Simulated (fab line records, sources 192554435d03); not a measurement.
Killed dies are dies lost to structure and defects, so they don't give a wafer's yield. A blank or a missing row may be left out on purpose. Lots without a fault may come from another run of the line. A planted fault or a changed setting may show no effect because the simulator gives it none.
fab line records | flow n5_finfet
record lots=12 wafers=36 last_day=19
route steps=1938 shown STI_FIN_REVEAL@204 DUMMY_GATE@223 PASSIVATION@1936
lots that met no fault: from a run of the same line without faults
start_h: hours from the record's first day to the start of the lot's first wafer shown | wait_h: hours since the lot's step before | " the same as in the row above | L1.1+2: a row that stands for several wafers | - no value, or no start given | * or withheld: withheld | < > ~ a bound
route shown NAME@n: a module of which the file shows steps, and the number in the route of the first | usual: mean/standard deviation of fault-free wafers | same: alike in all rows | chamber/n: place in a boat | sites: the reading at each site | _std_site: their standard deviation | _edge_site: outer sites' mean less inner sites' | radius_mm: how far each site lies from the wafer's centre | mask NAME#n: copy n | behind: the tool/chamber that last shaped the wafer | hold: why the lot was held/for how many hours/how that ended | device: the transistor (n, p or np) that didn't switch | end of line: the same wafers' tests at the end of the route | a step without rows: its recipe alone | killed: dies lost to structure and defects at the first sort, not the wafer's yield | map: a wafer's dies, x killed, . not, _ none there
set.NAME: the setting as run; set.NAME@STEP: as run at that earlier step | model.NAME: the simulator's own value behind a step, which no gauge read
steps of the route over a sample of lots; a table a step, a row a wafer
services: from which hour (start_h, from the record's first day; less than 0 if before it) a tool's chamber was out of use, for how many hours, and why
## steps
# step N5_STI_FIN_REVEAL_OXIDATION_33
# recipe chemistry=O2_PLASMA_REMOTE temp_c=150 time_s=20 pressure_mtorr=1000 source_power_w=2000 o2_flow_sccm=3000
# usual drypump_motor_current_A=6.1/0.57 heater_power_w=149/11
# columns lot.wafer tool chamber start_h wait_h drypump_motor_current_A heater_power_w rf_hours_counter_h
L636.1 plasma_asher-02 1 37.05 0.0 6.7 156 85
L636.2 " 0 " " 5.6 158 85
L636.6 " 0 " " 5.7 158 -
L637.2 plasma_asher-02 1 47.55 0.0 6.7 151 86
L637.3 " 1 " " 6.7 157 -
L637.5 " 1 " " 6.7 147 -
L638.3 plasma_asher-01 0 50.99 0.0 5.3 130 -
L638.4 " 1 " " 6.6 148 -
L638.5 " 0 " " 5.3 130 -
L639.2 plasma_asher-02 0 55.18 0.0 5.7 156 88
L639.3 " 0 " " 5.7 159 -
L639.5 " 0 " " 5.7 155 -
L641.1 plasma_asher-01 0 68.13 0.0 5.3 127 30
L641.3 " 0 " " 5.3 127 -
L641.4 " 1 " " 6.6 147 -
L645.1 plasma_asher-02 1 94.16 0.0 6.7 152 96
L645.4 " 0 " " 5.6 159 -
L645.5 " 0 " " 5.6 157 -
L647.1 plasma_asher-02 0 104.17 0.0 5.7 159 98
L647.2 " 1 " " 6.7 151 98
L647.6 " 0 " " 5.7 154 -
L649.2 plasma_asher-01 1 115.14 0.0 6.6 143 39
L649.3 " 0 " " 5.3 125 -
L649.4 " 1 " " 6.6 143 -
L654.1 plasma_asher-02 1 144.41 0.0 6.7 153 106
L654.2 " 0 " " 5.7 160 106
L654.3 " 0 " " 5.7 157 -
L657.3 plasma_asher-01 0 163.31 0.0 5.3 127 -
L657.4 " 1 " " 6.6 143 -
L657.5 " 0 " " 5.3 130 -
L658.2 plasma_asher-02 0 169.54 0.2 5.7 158 112
L658.3 " 1 " " 6.7 153 -
L658.5 " 0 " " 5.6 157 -
L659.2 plasma_asher-02 0 174.55 0.0 5.6 157 114
L659.4 " 0 " " 5.6 157 -
L659.6 " 0 " " 5.6 158 -
# step N5_DUMMY_GATE_COAT_35
# recipe resist=SiARC temp_c=220 time_s=60 spin_rpm=1500 resist_thk_nm=10
# usual spin_speed_rpm=1499.9/0.97
# columns lot.wafer tool chamber start_h wait_h spin_speed_rpm
L636.1 litho_track-05 0 45.54 - 1499.4
L636.2 " 0 " " 1500.3
L636.6 " 0 " " 1500.1
L637.2 litho_track-05 0 56.81 - 1499.2
L637.3 " 0 " " 1499.7
L637.5 " 0 " " 1500.7
L638.3 litho_track-02 0 61.40 - 1500.4
L638.4 " 0 " " 1500.7
L638.5 " 0 " " 1499.6
L639.2 litho_track-03 0 64.75 - 1500.0
L639.3 " 0 " " 1500.2
L639.5 " 0 " " 1499.9
L641.1 litho_track-03 0 76.64 - 1500.2
L641.3 " 0 " " 1500.7
L641.4 " 0 " " 1498.9
L645.1 litho_track-02 0 103.70 - 1387.7
L645.4 " 0 " " 1388.5
L645.5 " 0 " " 1387.1
L647.1 litho_track-03 0 114.49 - 1500.8
L647.2 " 0 " " 1501.1
L647.6 " 0 " " 1499.3
L649.2 litho_track-02 0 123.69 - 1387.3
L649.3 " 0 " " 1385.3
L649.4 " 0 " " 1387.2
L654.1 litho_track-03 0 152.92 - 1500.0
L654.2 " 0 " " 1499.7
L654.3 " 0 " " 1500.7
L657.3 litho_track-05 0 171.95 - 1496.4
L657.4 " 0 " " 1500.1
L657.5 " 0 " " 1503.0
L658.2 litho_track-02 0 179.06 - 1500.4
L658.3 " 0 " " 1499.7
L658.5 " 0 " " 1499.8
L659.2 litho_track-02 0 183.37 - 1500.9
L659.4 " 0 " " 1498.9
L659.6 " 0 " " 1500.4
# step N5_DUMMY_GATE_OVL_MEAS_16
# recipe points_per_wafer=522
# usual GATE_OVL=0.3/0.68
# columns lot.wafer tool chamber start_h wait_h GATE_OVL[nm]
L636.1 overlay-02 0 45.85 0.0 1.1
L636.2 " 0 " " 0.3
L636.6 " 0 " " -0.1
L637.2 overlay-02 0 57.12 0.0 0.1
L637.3 " 0 " " 0.6
L637.5 " 0 " " 0.4
L638.3 overlay-02 0 61.71 0.0 0.4
L638.4 " 0 " " 0.6
L638.5 " 0 " " 0.6
L639.2 overlay-02 0 65.07 0.0 -0.5
L639.3 " 0 " " 0.2
L639.5 " 0 " " -1.2
L641.1 overlay-02 0 76.94 0.0 0.6
L641.3 " 0 " " -0.3
L641.4 " 0 " " -0.6
L645.1 overlay-02 0 104.12 0.0 0.5
L645.4 " 0 " " 1.8
L645.5 " 0 " " -0.4
L647.1 overlay-01 0 114.96 0.0 -0.3
L647.2 " 0 " " -0.2
L647.6 " 0 " " 0.0
L649.2 overlay-01 0 124.12 0.0 0.2
L649.3 " 0 " " 0.0
L649.4 " 0 " " 0.2
L654.1 overlay-01 0 153.22 0.0 0.3
L654.2 " 0 " " 1.5
L654.3 " 0 " " 0.8
L657.3 overlay-02 0 172.39 0.0 1.3
L657.4 " 0 " " 0.7
L657.5 " 0 " " 2.2
L658.2 overlay-01 0 179.49 0.0 -0.3
L658.3 " 0 " " -0.4
L658.5 " 0 " " 0.5
L659.2 overlay-02 0 183.80 0.0 -0.7
L659.4 " 0 " " -0.5
L659.6 " 0 " " 0.3
# step N5_DUMMY_GATE_ETCH_36
# recipe chemistry=CF4 target=SiARC target_depth_a=130 pressure_mtorr=40 source_w=545 bias_w=36 Ar_flow_sccm=100 cf4_flow_sccm=100 ion_energy_ev=80
# usual bias_w=35.99/0.1 drypump_motor_current_A=6.1/0.46 oes_product_au=0.77/0.066 rf_vpp_V=184.0/1.2 showerhead_plenum_p_Torr=2.13/0.063 throttle_valve_pct=15.65/0.18
# columns lot.wafer tool chamber start_h wait_h bias_w drypump_motor_current_A oes_product_au rf_hours_counter_h rf_vpp_V showerhead_plenum_p_Torr throttle_valve_pct
L636.1 rie_diel-02 1 46.05 0.0 36.00 5.7 0.73 132 186.1 2.23 15.55
L636.2 " 2 " " 35.91 5.8 0.75 166 185.1 2.13 15.65
L636.6 " 0 " " 35.94 6.5 0.77 - 185.4 2.14 15.72
L637.2 rie_diel-06 3 57.67 0.0 36.03 5.6 0.77 130 185.8 2.24 15.73
L637.3 " 2 " " 36.11 6.7 0.75 179 182.9 2.06 15.83
L637.5 " 2 " " 36.14 6.7 0.75 - 181.7 2.06 15.81
L638.3 rie_diel-02 2 62.10 0.0 35.94 5.8 0.73 174 184.1 2.13 15.66
L638.4 " 1 " " 36.06 5.7 0.72 - 186.0 2.23 15.57
L638.5 " 3 " " 35.98 6.5 0.83 - 183.8 2.07 15.61
L639.2 rie_diel-06 1 65.67 0.0 36.00 5.8 0.77 113 184.4 2.07 15.30
L639.3 " 0 " " 36.04 6.4 1.02 0 182.2 2.20 15.29
L639.5 " 3 " " 35.85 5.6 0.76 - 184.4 2.24 15.73
L641.1 rie_diel-02 2 77.20 0.0 35.94 5.9 0.74 182 184.8 2.12 15.68
L641.3 " 1 " " 35.99 5.7 0.72 147 184.6 2.22 15.58
L641.4 " 0 " " 36.07 6.6 0.76 121 183.0 2.14 15.76
L645.1 rie_diel-02 0 104.32 0.0 35.94 6.5 0.75 130 183.7 2.14 15.78
L645.4 " 3 " " 35.85 6.5 0.81 - 183.1 2.06 15.66
L645.5 " 0 " " 35.74 6.5 0.76 - 184.8 2.14 15.78
L647.1 rie_diel-05 1 115.16 0.0 36.02 5.7 0.71 182 184.1 2.05 15.87
L647.2 " 2 " " 36.10 6.7 0.72 207 184.1 2.13 15.64
L647.6 " 2 " " 36.01 6.7 0.72 - 185.8 2.14 15.63
L649.2 rie_diel-02 2 124.34 0.0 35.96 5.8 0.73 198 183.1 2.12 15.71
L649.3 " 0 " " 36.14 6.5 0.75 136 184.5 2.14 15.77
L649.4 " 3 " " 35.95 6.5 0.81 95 181.9 2.06 15.67
L654.1 rie_diel-05 3 153.41 0.0 36.27 5.2 0.74 183 185.3 2.15 15.72
L654.2 " 0 " " 35.92 5.9 0.97 2 185.9 2.20 15.16
L654.3 " 2 " " 36.01 6.7 0.71 219 184.3 2.13 15.67
L657.3 rie_diel-02 2 172.59 0.0 36.09 5.8 0.71 211 183.4 2.11 15.75
L657.4 " 3 " " 35.99 6.5 0.78 108 183.7 2.06 15.69
L657.5 " 0 " " 35.91 6.5 0.73 - 183.7 2.13 15.81
L658.2 rie_diel-06 0 179.86 0.0 35.92 6.4 0.89 32 184.5 2.19 15.36
L658.3 " 2 " " 35.93 6.7 0.72 217 183.6 2.05 15.92
L658.5 " 1 " " 35.88 5.7 0.75 - 182.3 2.06 15.36
L659.2 rie_diel-02 2 184.01 0.0 36.13 5.8 0.71 214 183.9 2.11 15.75
L659.4 " 0 " " 35.87 6.6 0.74 152 182.8 2.13 15.81
L659.6 " 3 " " 35.88 6.5 0.79 - 183.1 2.06 15.69
# step N5_PASSIVATION_PROBE_49
# usual killed_at_M0_to_M3=33/11 killed_at_M4_up=15/6.2 killed_at_contacts=13/6.5 killed_at_front_end=38/11 killed_at_other=3.4/2.6 killed_dies=102/17 killed_open=67/12 killed_short=34/7.9
# same gross_dies=1180 killed_at_back_side=0
# columns lot.wafer tool chamber start_h wait_h killed_at_M0_to_M3 killed_at_M4_up killed_at_contacts killed_at_front_end killed_at_other killed_dies killed_open killed_short
L636.1 prober-01 - 273.66 0.0 19 8 26 46 1 100 61 39
L636.2 prober-01 - 273.71 0.1 24 23 20 19 0 86 62 23
L636.6 prober-01 - 273.91 0.3 14 9 29 30 0 82 55 27
L641.1 prober-01 - 304.36 0.0 30 7 16 36 2 91 59 31
L641.3 prober-01 - 304.46 0.1 21 15 3 32 1 72 44 26
L641.4 prober-01 - 304.51 0.2 29 18 7 37 3 94 54 40
L645.1 prober-02 - 340.67 0.3 36 11 11 60 1 119 70 45
L645.4 prober-02 - 340.82 0.5 43 5 8 57 9 122 68 47
L645.5 prober-02 - 340.87 0.5 28 13 8 55 2 106 70 31
L654.1 prober-02 - 420.13 0.0 40 22 7 50 1 120 75 41
L654.2 prober-02 - 420.18 0.1 34 20 9 47 4 114 66 46
L654.3 prober-02 - 420.23 0.1 38 27 14 29 0 108 68 37
# killed by level:class
L636.1 MOL_CONTACT_COAG:geometric_particle:open=20 FIN_SAQP:geometric_particle:short=13 ILD0:geometric_particle:short=6 MOL_CONTACT_COAG:geometric_particle:short=6 BEOL_M0_SAQP:geometric_particle:short=6 GATE_CUT:geometric_particle:open=5 BEOL_M4:geometric_particle:open=5 ILD0:geometric_particle:open=4
L636.2 BEOL_M4:geometric_particle:open=12 MOL_CONTACT_COAG:geometric_particle:open=10 MOL_CONTACT_COAG:geometric_particle:short=10 BEOL_M3:geometric_particle:open=8 FIN_SAQP:geometric_particle:open=5 STI_FIN_REVEAL:geometric_particle:open=5 BEOL_M0_SAQP:geometric_particle:open=5 FIN_SAQP:geometric_particle:short=3
L636.6 MOL_CONTACT_COAG:geometric_particle:open=19 MOL_CONTACT_COAG:geometric_particle:short=10 STI_FIN_REVEAL:geometric_particle:open=8 FIN_CUT:geometric_particle:open=4 STI_FIN_REVEAL:geometric_particle:short=4 BEOL_M4:geometric_particle:open=4 STARTING-WAFER:geometric_particle:open=4 BEOL_M2:geometric_particle:open=3
L641.1 MOL_CONTACT_COAG:geometric_particle:open=14 BEOL_M0_SAQP:geometric_particle:open=10 STI_FIN_REVEAL:geometric_particle:open=8 BEOL_M0_SAQP:geometric_particle:short=8 STI_FIN_REVEAL:geometric_particle:short=6 GATE_CUT:geometric_particle:short=6 BEOL_M3:geometric_particle:open=5 GATE_CUT:geometric_particle:open=4
L641.3 BEOL_M3:geometric_particle:open=9 GATE_CUT:geometric_particle:short=6 BEOL_M4:geometric_particle:open=6 STI_FIN_REVEAL:geometric_particle:open=5 DUMMY_GATE:geometric_particle:open=5 BEOL_M4:geometric_particle:short=4 DUMMY_GATE:geometric_particle:short=3 FIN_SAQP:geometric_particle:short=2
L641.4 BEOL_M4:geometric_particle:open=12 GATE_CUT:geometric_particle:short=8 STI_FIN_REVEAL:geometric_particle:open=7 BEOL_M0_SAQP:geometric_particle:short=7 BEOL_M0_SAQP:geometric_particle:open=7 STARTING-WAFER:geometric_particle:short=6 MOL_CONTACT_COAG:geometric_particle:open=5 BEOL_M2:geometric_particle:open=5
L645.1 FIN_SAQP:geometric_particle:short=18 FIN_SAQP:geometric_particle:open=13 STI_FIN_REVEAL:geometric_particle:open=11 BEOL_M0_SAQP:geometric_particle:open=10 BEOL_M0_SAQP:geometric_particle:short=8 MOL_CONTACT_COAG:geometric_particle:open=7 BEOL_M2:geometric_particle:open=5 GATE_CUT:geometric_particle:short=4
L645.4 FIN_SAQP:geometric_particle:short=19 FIN_SAQP:geometric_particle:open=12 BEOL_M1:geometric_particle:open=12 BEOL_M0_SAQP:geometric_particle:short=10 STI_FIN_REVEAL:geometric_particle:open=8 BEOL_M3:geometric_particle:open=8 MOL_CONTACT_COAG:geometric_particle:open=7 BEOL_M0_SAQP:geometric_particle:open=6
L645.5 FIN_SAQP:geometric_particle:open=16 STI_FIN_REVEAL:geometric_particle:open=10 FIN_SAQP:geometric_particle:short=9 BEOL_M1:geometric_particle:open=9 MOL_CONTACT_COAG:geometric_particle:open=6 BEOL_M0_SAQP:geometric_particle:open=6 BEOL_M5:geometric_particle:open=6 DUMMY_GATE:geometric_particle:open=4
L654.1 BEOL_M4:geometric_particle:open=15 GATE_CUT:geometric_particle:short=13 FIN_SAQP:geometric_particle:short=11 BEOL_M0_SAQP:geometric_particle:open=11 BEOL_M2:geometric_particle:open=9 DUMMY_GATE:geometric_particle:open=8 BEOL_M3:geometric_particle:open=7 FIN_SAQP:geometric_particle:open=6
L654.2 FIN_SAQP:geometric_particle:short=17 BEOL_M4:geometric_particle:open=11 BEOL_M3:geometric_particle:open=8 FIN_SAQP:geometric_particle:open=7 BEOL_M0_SAQP:geometric_particle:short=7 MOL_CONTACT_COAG:geometric_particle:open=7 GATE_CUT:geometric_particle:short=6 DUMMY_GATE:geometric_particle:open=6
L654.3 MOL_CONTACT_COAG:geometric_particle:open=12 BEOL_M0_SAQP:geometric_particle:short=11 BEOL_M2:geometric_particle:open=9 BEOL_M0_SAQP:geometric_particle:open=6 FIN_SAQP:geometric_particle:open=5 FIN_SAQP:geometric_particle:short=5 DUMMY_GATE:geometric_particle:open=5 BEOL_M4:geometric_particle:open=5
## services
# columns tool chamber start_h hours kind
plasma_asher-01 - 14.00 2.6 repair
rie_diel-06 0 22.45 3.3 repair
rie_diel-05 2 23.83 1.7 repair
litho_track-03 - 30.21 - consumable_replace:filter
rie_diel-02 3 30.39 2.3 repair
rie_diel-05 2 30.47 19.7 repair
rie_diel-06 0 51.53 - clean
rie_diel-06 0 51.53 - consumable_replace:focus_ring
rie_diel-06 0 51.53 14.0 scheduled_down
rie_diel-06 0 51.53 14.0 vent_cycle
rie_diel-05 - 51.87 28.1 pm
rie_diel-02 0 52.41 13.2 repair
litho_track-03 - 57.01 - consumable_replace:filter
rie_diel-02 1 93.14 16.4 repair
litho_track-02 - 99.72 - consumable_replace:filter
rie_diel-05 0 122.27 - clean
rie_diel-05 0 122.27 - consumable_replace:focus_ring
rie_diel-05 0 122.27 24.0 scheduled_down
rie_diel-05 0 122.27 24.0 vent_cycle
plasma_asher-02 - 129.60 2.3 repair
plasma_asher-01 - 166.52 6.3 repair
plasma_asher-01 - 182.30 1.2 repair
## key
first_sign step=N5_DUMMY_GATE_COAT_35 reading=spin_speed_rpm direction=down sigmas=99+ usual=* struck=*
effect none on later readings
met_at N5_DUMMY_GATE_COAT_35
struck_lots L645,L649
tester_left_out L645,L649
not_acting_at N5_STI_FIN_REVEAL_OXIDATION_33,N5_DUMMY_GATE_OVL_MEAS_16,N5_DUMMY_GATE_ETCH_36
onset_between 61.40 103.70
fault kind=process_parameter_drift tool=litho_track-02 chamber=- onset_h=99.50 steps=N5_DUMMY_GATE_COAT_35 channel=spin_rpm offset=* shape=step end_h=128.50 acts_in=* stated=*
# tester_left_out: of these lots the tester's yield and bins aren't shown, on N5 and GAA mostly nor the transistor test; their killed dies are dies lost to structure and defects alone, not to doping, threshold or leakage, so they don't give the yield
